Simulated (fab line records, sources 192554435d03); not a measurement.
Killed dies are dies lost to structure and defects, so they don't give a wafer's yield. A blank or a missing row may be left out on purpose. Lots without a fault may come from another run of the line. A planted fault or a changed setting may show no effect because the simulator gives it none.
fab line records | flow n5_finfet
record lots=24 wafers=72 last_day=19
route steps=1938 shown MOL_CONTACT_COAG@604 BEOL_M0_SAQP@634
lots that met no fault: from a run of the same line without faults
start_h: hours from the record's first day to the start of the lot's first wafer shown | wait_h: hours since the lot's step before | " the same as in the row above | L1.1+2: a row that stands for several wafers | - no value, or no start given | * or withheld: withheld | < > ~ a bound
route shown NAME@n: a module of which the file shows steps, and the number in the route of the first | usual: mean/standard deviation of fault-free wafers | same: alike in all rows | chamber/n: place in a boat | sites: the reading at each site | _std_site: their standard deviation | _edge_site: outer sites' mean less inner sites' | radius_mm: how far each site lies from the wafer's centre | mask NAME#n: copy n | behind: the tool/chamber that last shaped the wafer | hold: why the lot was held/for how many hours/how that ended | device: the transistor (n, p or np) that didn't switch | end of line: the same wafers' tests at the end of the route | a step without rows: its recipe alone | killed: dies lost to structure and defects at the first sort, not the wafer's yield | map: a wafer's dies, x killed, . not, _ none there
set.NAME: the setting as run; set.NAME@STEP: as run at that earlier step | model.NAME: the simulator's own value behind a step, which no gauge read
steps of the route over a sample of lots; a table a step, a row a wafer
services: from which hour (start_h, from the record's first day; less than 0 if before it) a tool's chamber was out of use, for how many hours, and why
## steps
# step N5_MOL_CONTACT_COAG_INSPECT_42
# recipe mode=adi inspect_instrument=brightfield
# usual raw_defect_count=199/51
# columns lot.wafer tool chamber start_h wait_h raw_defect_count
L074.1 defect_inspect-01 - 97.74 0.1 155
L074.3 " - " " 137
L074.5 " - " " 201
L075.1 defect_inspect-01 - 109.87 0.1 178
L075.3 " - " " 169
L075.6 " - " " 248
L076.2 defect_inspect-01 - 113.02 0.0 268
L076.3 " - " " 185
L076.5 " - " " 161
L077.2 defect_inspect-02 - 116.72 0.0 136
L077.4 " - " " 204
L077.6 " - " " 171
L078.1 defect_inspect-01 - 126.57 0.1 177
L078.4 " - " " 139
L078.6 " - " " 158
L079.1 defect_inspect-01 - 130.59 0.1 267
L079.2 " - " " 178
L079.4 " - " " 239
L080.1 defect_inspect-01 - 136.82 0.1 207
L080.3 " - " " 200
L080.4 " - " " 173
L081.2 defect_inspect-01 - 139.33 0.0 143
L081.4 " - " " 145
L081.6 " - " " 199
L082.1 defect_inspect-02 - 149.14 0.1 318
L082.4 " - " " 346
L082.6 " - " " 245
L083.1 defect_inspect-02 - 155.89 0.1 159
L083.2 " - " " 188
L083.5 " - " " 227
L084.2 defect_inspect-02 - 160.07 0.0 191
L084.4 " - " " 225
L084.5 " - " " 117
L085.2 defect_inspect-02 - 170.53 0.0 257
L085.4 " - " " 207
L085.6 " - " " 213
L086.2 defect_inspect-02 - 174.03 0.0 159
L086.4 " - " " 159
L086.5 " - " " 130
L087.3 defect_inspect-01 - 179.25 0.0 212
L087.4 " - " " 245
L087.5 " - " " 296
L088.1 defect_inspect-02 - 182.27 0.1 255
L088.2 " - " " 264
L088.5 " - " " 220
L089.1 defect_inspect-01 - 187.23 0.1 244
L089.2 " - " " 266
L089.4 " - " " 176
L090.1 defect_inspect-01 - 196.13 0.1 237
L090.4 " - " " 207
L090.6 " - " " 318
L091.1 defect_inspect-02 - 199.52 0.1 172
L091.2 " - " " 143
L091.4 " - " " 209
L092.2 defect_inspect-02 - 208.55 0.0 165
L092.3 " - " " 131
L092.5 " - " " 182
L093.2 defect_inspect-01 - 211.27 0.0 167
L093.4 " - " " 226
L093.6 " - " " 296
L094.3 defect_inspect-01 - 225.22 0.0 158
L094.4 " - " " 121
L094.5 " - " " 196
L095.1 defect_inspect-02 - 225.27 0.1 185
L095.3 " - " " 120
L095.4 " - " " 181
L096.1 defect_inspect-01 - 238.74 0.1 140
L096.3 " - " " 191
L096.4 " - " " 167
L097.1 defect_inspect-01 - 241.08 0.1 164
L097.3 " - " " 168
L097.6 " - " " 235
# step N5_MOL_CONTACT_COAG_ETCH_65
# recipe chemistry=N2/H2 target=underlayer target_depth_a=130 mask_material=CAR-EUV time_s=10.4 ion_energy_ev=200 pressure_mtorr=30 source_w=840 bias_w=150 n2_flow_sccm=200 h2_flow_sccm=200 ends=cleared
# usual drypump_motor_current_A=5.8/0.4 etch_rf_on_time_s=10.3/0.31 oes_product_au=0.70/0.086 rf_vpp_V=524/3.3 showerhead_plenum_p_Torr=2.55/0.11 throttle_valve_pct=17.86/0.23
# columns lot.wafer tool chamber start_h wait_h drypump_motor_current_A etch_rf_on_time_s oes_product_au rf_hours_counter_h rf_vpp_V showerhead_plenum_p_Torr throttle_valve_pct
L074.1 rie_diel-01 2 97.80 0.0 5.1 10.3 0.59 247 522 2.49 17.74
L074.3 " 0 " " 5.6 10.7 0.58 248 523 2.51 18.18
L074.5 " 2 " " 5.1 10.3 0.59 - 521 2.48 17.75
L075.1 rie_diel-03 3 109.94 0.0 6.4 10.3 0.62 160 525 2.52 17.48
L075.3 " 1 " " 5.5 10.3 0.79 22 528 2.73 17.95
L075.6 " 2 " " 5.7 10.9 0.59 - 520 2.43 18.13
L076.2 rie_diel-01 2 113.24 0.0 5.1 10.3 0.60 253 523 2.48 17.74
L076.3 " 3 " " 6.5 9.9 0.84 5 528 2.71 17.83
L076.5 " 1 " " 5.8 9.9 0.81 - 521 2.51 17.82
L077.2 rie_diel-03 0 116.79 0.0 5.6 10.5 0.59 244 520 2.40 17.87
L077.4 " 1 " " 5.5 10.1 0.80 26 527 2.73 17.96
L077.6 " 0 " " 5.7 10.5 0.59 - 520 2.40 17.83
L078.1 rie_diel-05 1 126.64 0.0 5.6 11.0 0.56 249 523 2.51 18.22
L078.4 " 3 " " 5.5 10.2 0.61 219 524 2.63 18.08
L078.6 " 3 " " 5.5 10.1 0.61 - 526 2.63 18.05
L079.1 rie_diel-03 2 130.66 0.0 5.6 10.8 0.58 211 520 2.43 18.14
L079.2 " 0 " " 5.7 10.5 0.60 247 520 2.40 17.86
L079.4 " 1 " " 5.4 10.1 0.78 29 529 2.72 17.98
L080.1 rie_diel-01 1 136.91 0.0 5.8 10.0 0.78 42 523 2.50 17.83
L080.3 " 3 " " 6.5 10.0 0.80 16 529 2.70 17.86
L080.4 " 3 " " 6.5 10.1 0.79 - 530 2.70 17.85
L081.2 rie_diel-03 2 140.11 0.0 5.7 10.7 0.58 216 522 2.43 18.16
L081.4 " 2 " " 5.7 10.7 0.59 - 521 2.43 18.15
L081.6 " 3 " " 6.5 10.2 0.63 - 524 2.51 17.51
L082.1 rie_diel-01 2 149.21 0.0 5.1 10.1 0.83 3 523 2.48 17.31
L082.4 " 3 " " 6.4 10.0 0.79 20 531 2.70 17.86
L082.6 " 2 " " 5.1 10.1 0.84 - 523 2.48 17.31
L083.1 rie_diel-03 1 155.96 0.0 5.4 10.0 0.77 41 528 2.72 17.99
L083.2 " 2 " " 5.7 10.7 0.59 223 520 2.42 18.15
L083.5 " 2 " " 5.7 10.6 0.59 - 521 2.42 18.16
L084.2 rie_diel-03 3 160.14 0.0 6.4 10.2 0.61 179 523 2.51 17.53
L084.4 " 3 " " 6.4 10.1 0.62 - 524 2.51 17.53
L084.5 " 1 " " 5.4 10.0 0.78 - 526 2.72 18.00
L085.2 rie_diel-01 3 170.69 0.0 6.5 10.0 0.77 29 529 2.70 17.89
L085.4 " 1 " " 5.8 10.1 0.77 55 522 2.50 17.86
L085.6 " 0 " " 5.7 10.8 0.75 - 522 2.50 17.79
L086.2 rie_diel-01 0 174.34 0.0 5.7 10.6 0.76 21 521 2.50 17.78
L086.4 " 2 " " 5.1 10.1 0.81 14 522 2.48 17.34
L086.5 " 3 " " 6.5 10.0 0.77 - 529 2.69 17.89
L087.3 rie_diel-05 2 179.32 0.0 5.6 10.6 0.72 53 527 2.67 17.64
L087.4 " 0 " " 5.6 10.4 0.67 116 520 2.36 18.26
L087.5 " 0 " " 5.5 10.5 0.66 - 518 2.36 18.26
L088.1 rie_diel-05 3 182.34 0.0 5.5 10.1 0.60 240 526 2.62 18.09
L088.2 " 1 " " 5.6 10.7 0.78 10 521 2.50 17.75
L088.5 " 2 " " 5.6 10.7 0.73 - 528 2.67 17.65
L089.1 rie_diel-03 3 187.30 0.0 6.5 10.2 0.61 192 523 2.51 17.52
L089.2 " 2 " " 5.6 10.7 0.57 235 519 2.42 18.19
L089.4 " 1 " " 5.5 10.1 0.75 56 528 2.71 17.98
L090.1 rie_diel-01 0 196.46 0.0 5.6 10.6 0.75 28 522 2.49 17.79
L090.4 " 0 " " 5.6 10.7 0.75 - 522 2.49 17.81
L090.6 " 3 " " 6.5 9.9 0.77 - 529 2.69 17.87
L091.1 rie_diel-03 0 199.59 0.0 5.7 10.2 0.82 6 527 2.71 17.54
L091.2 " 3 " " 6.4 10.4 0.60 196 523 2.50 17.56
L091.4 " 2 " " 5.6 10.8 0.58 239 520 2.42 18.19
L092.2 rie_diel-01 3 209.09 0.0 6.6 9.9 0.77 42 528 2.69 17.90
L092.3 " 1 " " 5.8 10.0 0.76 69 523 2.49 17.90
L092.5 " 3 " " 6.5 9.8 0.76 - 528 2.69 17.91
L093.2 rie_diel-01 1 211.34 0.0 5.8 9.9 0.76 70 522 2.49 17.88
L093.4 " 3 " " 6.5 9.9 0.76 - 528 2.69 17.90
L093.6 " 1 " " 5.8 9.9 0.76 - 521 2.49 17.90
L094.3 rie_diel-03 1 225.36 0.0 5.4 10.1 0.74 68 527 2.71 18.03
L094.4 " 2 " " 5.7 10.7 0.57 244 520 2.42 18.22
L094.5 " 1 " " 5.5 10.2 0.74 - 527 2.71 18.02
L095.1 rie_diel-05 1 225.39 0.0 5.6 10.5 0.75 29 521 2.49 17.80
L095.3 " 0 " " 5.5 10.5 0.66 131 518 2.36 18.29
L095.4 " 1 " " 5.6 10.6 0.76 - 523 2.49 17.79
L096.1 rie_diel-01 2 238.81 0.0 5.1 9.9 0.78 27 522 2.47 17.36
L096.3 " 1 " " 5.8 10.0 0.75 79 523 2.49 17.89
L096.4 " 0 " " 5.6 10.6 0.72 43 523 2.49 17.83
L097.1 rie_diel-03 2 241.15 0.0 5.7 10.7 0.56 249 519 2.41 18.22
L097.3 " 1 " " 5.4 10.1 0.73 74 528 2.71 18.05
L097.6 " 2 " " 5.7 10.8 0.57 - 521 2.41 18.21
# step N5_MOL_CONTACT_COAG_INSPECT_97
# recipe inspect_instrument=darkfield mode=post_anneal
# usual raw_defect_count=43/16
# columns lot.wafer tool chamber start_h wait_h raw_defect_count
L074.1 defect_inspect-01 - 102.58 0.0 38
L074.3 " - " " 40
L074.5 " - " " 24
L075.1 defect_inspect-01 - 114.75 0.0 26
L075.3 " - " " 52
L075.6 " - " " 63
L076.2 defect_inspect-01 - 117.85 0.0 27
L076.3 " - " " 45
L076.5 " - " " 35
L077.2 defect_inspect-01 - 121.40 0.0 39
L077.4 " - " " 78
L077.6 " - " " 46
L078.1 defect_inspect-02 - 131.22 0.0 49
L078.4 " - " " 64
L078.6 " - " " 69
L079.1 defect_inspect-02 - 135.46 0.0 25
L079.2 " - " " 18
L079.4 " - " " 37
L080.1 defect_inspect-02 - 141.55 0.0 28
L080.3 " - " " 25
L080.4 " - " " 33
L081.2 defect_inspect-01 - 145.04 0.1 21
L081.4 " - " " 35
L081.6 " - " " 36
L082.1 defect_inspect-01 - 153.79 0.0 30
L082.4 " - " " 21
L082.6 " - " " 30
L083.1 defect_inspect-02 - 160.75 0.0 39
L083.2 " - " " 64
L083.5 " - " " 58
L084.2 defect_inspect-02 - 164.79 0.0 58
L084.4 " - " " 42
L084.5 " - " " 57
L085.2 defect_inspect-02 - 175.32 0.1 38
L085.4 " - " " 44
L085.6 " - " " 43
L086.2 defect_inspect-02 - 178.98 0.0 78
L086.4 " - " " 62
L086.5 " - " " 80
L087.3 defect_inspect-01 - 183.96 0.1 40
L087.4 " - " " 38
L087.5 " - " " 26
L088.1 defect_inspect-02 - 187.97 0.0 56
L088.2 " - " " 53
L088.5 " - " " 59
L089.1 defect_inspect-02 - 191.88 0.0 49
L089.2 " - " " 34
L089.4 " - " " 25
L090.1 defect_inspect-01 - 201.17 0.0 20
L090.4 " - " " 28
L090.6 " - " " 31
L091.1 defect_inspect-01 - 204.17 0.0 38
L091.2 " - " " 24
L091.4 " - " " 50
L092.2 defect_inspect-01 - 213.87 0.0 27
L092.3 " - " " 34
L092.5 " - " " 32
L093.2 defect_inspect-01 - 216.87 0.0 26
L093.4 " - " " 26
L093.6 " - " " 34
L094.3 defect_inspect-02 - 230.07 0.1 49
L094.4 " - " " 39
L094.5 " - " " 47
L095.1 defect_inspect-02 - 233.03 0.0 38
L095.3 " - " " 43
L095.4 " - " " 79
L096.1 defect_inspect-02 - 243.68 0.0 57
L096.3 " - " " 57
L096.4 " - " " 88
L097.1 defect_inspect-02 - 246.67 0.0 57
L097.3 " - " " 55
L097.6 " - " " 41
# step N5_BEOL_M0_SAQP_HM_DEP_02
# recipe material=TiN target_thk_a=120 temp_c=25 chamber_pressure_pa=0.49996
# usual throttle_valve_pct=29.9/1.4
# columns lot.wafer tool chamber start_h wait_h throttle_valve_pct
L074.1 pvd_sputter-03 - 103.97 1.0 29.9
L074.3 " - " " 28.1
L074.5 " - " " 30.6
L075.1 pvd_sputter-02 - 115.67 0.5 30.9
L075.3 " - " " 28.2
L075.6 " - " " 29.9
L076.2 pvd_sputter-02 - 118.57 0.4 30.2
L076.3 " - " " 28.3
L076.5 " - " " 30.1
L077.2 pvd_sputter-02 - 122.82 1.1 30.0
L077.4 " - " " 30.1
L077.6 " - " " 30.9
L078.1 pvd_sputter-01 - 132.32 0.7 33.4
L078.4 " - " " 31.1
L078.6 " - " " 33.0
L079.1 pvd_sputter-03 - 136.65 0.8 29.8
L079.2 " - " " 28.4
L079.4 " - " " 28.3
L080.1 pvd_sputter-02 - 142.49 0.6 31.0
L080.3 " - " " 28.2
L080.4 " - " " 30.2
L081.2 pvd_sputter-02 - 147.18 1.8 28.2
L081.4 " - " " 29.9
L081.6 " - " " 28.0
L082.1 pvd_sputter-03 - 154.59 0.4 30.7
L082.4 " - " " 28.5
L082.6 " - " " 29.7
L083.1 pvd_sputter-01 - 161.37 0.2 30.2
L083.2 " - " " 29.2
L083.5 " - " " 31.2
L084.2 pvd_sputter-03 - 166.25 1.0 28.0
L084.4 " - " " 30.8
L084.5 " - " " 29.7
L085.2 pvd_sputter-01 - 176.91 1.2 30.3
L085.4 " - " " 31.4
L085.6 " - " " 31.3
L086.2 pvd_sputter-03 - 180.89 1.5 29.7
L086.4 " - " " 28.4
L086.5 " - " " 28.4
L087.3 pvd_sputter-03 - 185.86 1.6 29.8
L087.4 " - " " 28.2
L087.5 " - " " 29.7
L088.1 pvd_sputter-02 - 188.76 0.4 30.1
L088.2 " - " " 28.3
L088.5 " - " " 29.9
L089.1 pvd_sputter-03 - 193.55 1.3 28.4
L089.2 " - " " 28.4
L089.4 " - " " 30.9
L090.1 pvd_sputter-03 - 202.07 0.5 28.2
L090.4 " - " " 29.8
L090.6 " - " " 29.9
L091.1 pvd_sputter-02 - 205.39 0.8 30.5
L091.2 " - " " 30.2
L091.4 " - " " 30.8
L092.2 pvd_sputter-01 - 214.27 0.0 29.6
L092.3 " - " " 33.2
L092.5 " - " " 31.3
L093.2 pvd_sputter-01 - 217.61 0.4 30.5
L093.4 " - " " 31.2
L093.6 " - " " 33.1
L094.3 pvd_sputter-03 - 231.92 1.5 28.3
L094.4 " - " " 28.3
L094.5 " - " " 28.2
L095.1 pvd_sputter-01 - 235.49 2.1 33.4
L095.3 " - " " 30.5
L095.4 " - " " 29.5
L096.1 pvd_sputter-03 - 244.72 0.7 29.9
L096.3 " - " " 28.2
L096.4 " - " " 28.4
L097.1 pvd_sputter-03 - 247.58 0.5 28.4
L097.3 " - " " 31.0
L097.6 " - " " 28.0
# step N5_BEOL_M0_SAQP_STRIP_86
# recipe chemistry=N2/H2 power_w=500 temp_c=40 pressure_mtorr=50 rf_frequency_hz=6e+07 overash_fraction=0.3 bias_power_w=28 h2_frac=0.5 n2_flow_sccm=300 h2_flow_sccm=300
# usual drypump_motor_current_A=5.8/0.6 oes_product_au=0.80/0.078 rf_vpp_V=121.8/1.4 showerhead_plenum_p_Torr=3.33/0.099 throttle_valve_pct=19.0/0.34
# columns lot.wafer tool chamber start_h wait_h drypump_motor_current_A oes_product_au rf_hours_counter_h rf_vpp_V showerhead_plenum_p_Torr throttle_valve_pct
L074.1 rie_diel-02 3 105.16 0.1 6.8 0.83 74 119.4 3.29 19.7
L074.3 " 1 " " 6.4 0.75 138 125.7 3.52 18.7
L074.5 " 0 " " 5.4 0.91 - 121.4 3.43 18.8
L075.1 rie_diel-06 2 116.86 0.1 5.7 0.77 117 120.6 3.24 19.0
L075.3 " 1 " " 6.0 0.72 182 119.3 3.49 19.4
L075.6 " 2 " " 5.7 0.79 - 119.7 3.24 19.0
L076.2 rie_diel-06 2 119.72 0.1 5.7 0.79 118 123.6 3.24 19.0
L076.3 " 1 " " 6.0 0.71 182 121.5 3.49 19.4
L076.5 " 1 " " 6.0 0.72 - 124.8 3.49 19.4
L077.2 rie_diel-04 2 124.14 0.1 5.2 0.72 178 120.0 3.19 18.4
L077.4 " 1 " " 5.1 0.91 21 121.0 3.41 18.9
L077.6 " 0 " " 6.0 0.96 - 120.3 3.29 18.8
L078.1 rie_diel-04 1 133.48 0.1 5.1 0.91 25 122.3 3.41 18.9
L078.4 " 3 " " 5.6 0.80 110 121.4 3.23 19.2
L078.6 " 1 " " 5.1 0.91 - 124.7 3.41 18.9
L079.1 rie_diel-04 1 137.81 0.1 5.1 0.89 26 121.6 3.41 18.9
L079.2 " 3 " " 5.6 0.79 111 120.4 3.23 19.2
L079.4 " 0 " " 5.9 0.94 18 120.2 3.29 18.9
L080.1 rie_diel-06 1 143.87 0.1 6.1 0.71 191 122.5 3.48 19.4
L080.3 " 0 " " 6.5 0.98 1 123.6 3.44 19.1
L080.4 " 2 " " 5.7 0.78 126 119.7 3.24 19.0
L081.2 rie_diel-02 0 148.78 0.1 5.4 0.88 43 122.4 3.42 18.8
L081.4 " 3 " " 6.8 0.82 84 122.8 3.28 19.7
L081.6 " 3 " " 6.8 0.83 - 119.4 3.28 19.7
L082.1 rie_diel-06 0 155.78 0.1 6.4 0.96 6 122.3 3.44 19.1
L082.4 " 1 " " 6.1 0.71 194 121.5 3.48 19.4
L082.6 " 0 " " 6.5 0.95 - 123.6 3.44 19.1
L083.1 rie_diel-04 1 162.64 0.1 5.1 0.89 33 122.5 3.41 18.9
L083.2 " 0 " " 6.0 0.93 24 122.5 3.29 18.9
L083.5 " 1 " " 5.1 0.88 - 121.9 3.41 18.9
L084.2 rie_diel-02 0 167.71 0.1 5.4 0.87 49 125.5 3.42 18.8
L084.4 " 1 " " 6.4 0.74 158 122.4 3.51 18.8
L084.5 " 3 " " 6.8 0.81 - 121.5 3.28 19.7
L085.2 rie_diel-06 0 178.07 0.1 6.5 0.93 12 120.5 3.43 19.1
L085.4 " 3 " " 4.9 0.74 153 121.5 3.36 18.9
L085.6 " 3 " " 4.9 0.74 - 124.1 3.36 18.9
L086.2 rie_diel-06 0 182.18 0.1 6.5 0.92 14 121.4 3.43 19.1
L086.4 " 2 " " 5.7 0.77 138 121.7 3.23 19.0
L086.5 " 0 " " 6.5 0.93 - 121.1 3.43 19.1
L087.3 rie_diel-04 1 187.07 0.1 5.1 0.87 41 120.8 3.40 18.9
L087.4 " 2 " " 5.2 0.71 199 122.5 3.18 18.4
L087.5 " 1 " " 5.1 0.89 - 124.3 3.40 18.9
L088.1 rie_diel-06 0 189.91 0.1 6.5 0.93 16 122.7 3.43 19.1
L088.2 " 3 " " 5.0 0.74 156 121.3 3.36 18.9
L088.5 " 2 " " 5.7 0.77 - 121.5 3.23 19.1
L089.1 rie_diel-04 2 194.93 0.1 5.2 0.69 201 122.9 3.18 18.4
L089.2 " 0 " " 6.0 0.91 35 120.7 3.28 18.9
L089.4 " 1 " " 5.2 0.87 44 123.7 3.40 18.9
L090.1 rie_diel-06 3 203.37 0.1 5.0 0.73 160 121.5 3.36 18.9
L090.4 " 2 " " 5.7 0.76 - 121.6 3.23 19.1
L090.6 " 0 " " 6.5 0.90 - 122.9 3.43 19.1
L091.1 rie_diel-04 2 206.66 0.1 5.2 0.69 204 122.6 3.18 18.4
L091.2 " 1 " " 5.2 0.85 47 121.2 3.40 18.9
L091.4 " 3 " " 5.6 0.79 133 124.0 3.22 19.2
L092.2 rie_diel-04 3 215.64 0.1 5.6 0.78 136 121.0 3.22 19.2
L092.3 " 0 " " 6.0 0.90 42 121.3 3.28 18.9
L092.5 " 1 " " 5.1 0.85 - 123.4 3.40 19.0
L093.2 rie_diel-06 0 218.84 0.1 6.5 0.91 25 121.0 3.43 19.1
L093.4 " 1 " " 6.0 0.70 207 121.4 3.48 19.5
L093.6 " 3 " " 4.9 0.73 - 124.3 3.36 19.0
L094.3 rie_diel-02 3 233.33 0.1 6.8 0.79 108 120.5 3.27 19.7
L094.4 " 2 " " 6.5 0.79 - 123.5 3.26 18.8
L094.5 " 0 " " 5.4 0.85 - 120.9 3.41 18.8
L095.1 rie_diel-02 1 237.13 0.2 6.4 0.71 176 123.5 3.50 18.8
L095.3 " 2 " " 6.5 0.79 89 122.8 3.26 18.8
L095.4 " 0 " " 5.4 0.84 69 122.5 3.41 18.8
L096.1 rie_diel-02 2 246.00 0.1 6.5 0.77 92 120.8 3.26 18.8
L096.3 " 1 " " 6.4 0.72 179 123.3 3.50 18.8
L096.4 " 0 " " 5.4 0.84 72 124.1 3.41 18.8
L097.1 rie_diel-02 0 248.86 0.1 5.4 0.84 72 123.4 3.40 18.8
L097.3 " 3 " " 6.8 0.79 112 122.4 3.27 19.8
L097.6 " 2 " " 6.5 0.79 - 122.3 3.26 18.8
# step N5_BEOL_M0_SAQP_RECESS_114
# recipe chemistry=HF/NH3 target=SiO2 target_depth_a=144 afs_cycles=3 temp_c=30 sublimation_temp_c=180 sublimation_time_s=60
# usual drypump_motor_current_A=5.76/0.089
# columns lot.wafer tool chamber start_h wait_h drypump_motor_current_A
L074.1 vapor_etch-01 0 105.29 0.0 5.76
L074.3 " 0 " " 5.74
L074.5 " 1 " " 5.62
L075.1 vapor_etch-02 0 116.99 0.0 5.93
L075.3 " 1 " " 5.79
L075.6 " 1 " " 5.76
L076.2 vapor_etch-01 1 119.85 0.0 5.58
L076.3 " 0 " " 5.76
L076.5 " 0 " " 5.76
L077.2 vapor_etch-02 1 124.28 0.0 5.76
L077.4 " 0 " " 5.84
L077.6 " 1 " " 5.78
L078.1 vapor_etch-01 1 133.83 0.2 5.61
L078.4 " 0 " " 5.77
L078.6 " 1 " " 5.62
L079.1 vapor_etch-02 0 137.94 0.0 5.88
L079.2 " 1 " " 5.75
L079.4 " 1 " " 5.76
L080.1 vapor_etch-02 1 144.01 0.0 5.78
L080.3 " 1 " " 5.75
L080.4 " 0 " " 5.89
L081.2 vapor_etch-01 0 148.91 0.0 5.77
L081.4 " 1 " " 5.62
L081.6 " 1 " " 5.62
L082.1 vapor_etch-01 1 155.91 0.0 5.60
L082.4 " 0 " " 5.75
L082.6 " 1 " " 5.61
L083.1 vapor_etch-02 0 162.77 0.0 5.84
L083.2 " 1 " " 5.77
L083.5 " 1 " " 5.76
L084.2 vapor_etch-02 1 167.84 0.0 5.79
L084.4 " 0 " " 5.89
L084.5 " 0 " " 5.83
L085.2 vapor_etch-01 0 178.32 0.1 5.76
L085.4 " 0 " " 5.77
L085.6 " 0 " " 5.75
L086.2 vapor_etch-02 0 182.31 0.0 5.92
L086.4 " 1 " " 5.76
L086.5 " 0 " " 5.87
L087.3 vapor_etch-02 1 187.32 0.1 5.78
L087.4 " 0 " " 5.88
L087.5 " 1 " " 5.77
L088.1 vapor_etch-01 1 190.04 0.0 5.62
L088.2 " 0 " " 5.76
L088.5 " 0 " " 5.77
L089.1 vapor_etch-02 1 195.06 0.0 5.78
L089.2 " 0 " " 5.82
L089.4 " 0 " " 5.84
L090.1 vapor_etch-02 0 203.50 0.0 5.85
L090.4 " 0 " " 5.86
L090.6 " 0 " " 5.86
L091.1 vapor_etch-01 0 206.84 0.0 5.77
L091.2 " 1 " " 5.63
L091.4 " 0 " " 5.76
L092.2 vapor_etch-02 0 215.77 0.0 5.88
L092.3 " 0 " " 5.90
L092.5 " 1 " " 5.77
L093.2 vapor_etch-01 1 218.97 0.0 5.60
L093.4 " 0 " " 5.74
L093.6 " 1 " " 5.59
L094.3 vapor_etch-02 0 233.70 0.3 5.86
L094.4 " 0 " " 5.86
L094.5 " 0 " " 5.82
L095.1 vapor_etch-01 1 237.26 0.0 5.61
L095.3 " 1 " " 5.61
L095.4 " 0 " " 5.76
L096.1 vapor_etch-01 1 246.13 0.0 5.61
L096.3 " 0 " " 5.75
L096.4 " 1 " " 5.60
L097.1 vapor_etch-02 1 248.99 0.0 5.77
L097.3 " 1 " " 5.78
L097.6 " 0 " " 5.87
## services
# columns tool chamber start_h hours kind
rie_diel-01 3 80.59 - clean
rie_diel-01 3 80.59 - consumable_replace:focus_ring
rie_diel-01 3 80.59 - consumable_replace:showerhead
rie_diel-01 3 80.59 19.0 scheduled_down
rie_diel-01 3 80.59 19.0 vent_cycle
rie_diel-01 0 102.87 - clean
pvd_sputter-01 - 116.46 0.7 repair
rie_diel-02 3 119.82 11.3 repair
vapor_etch-02 - 130.84 4.3 pm
rie_diel-02 - 136.73 2.7 repair
rie_diel-04 - 153.50 0.6 repair
rie_diel-06 1 160.12 7.3 repair
rie_diel-03 2 165.53 5.8 repair
vapor_etch-01 1 166.32 18.4 repair
vapor_etch-01 - 185.59 0.5 repair
rie_diel-02 2 188.45 8.4 repair
rie_diel-05 0 191.10 10.4 repair
rie_diel-01 2 193.46 18.9 repair
rie_diel-06 1 198.28 9.6 repair
rie_diel-03 2 206.92 7.6 repair
rie_diel-04 - 216.50 0.6 repair
rie_diel-02 1 227.08 8.1 repair
vapor_etch-02 1 231.88 5.0 repair
rie_diel-04 1 232.09 5.6 repair
## key
fault none
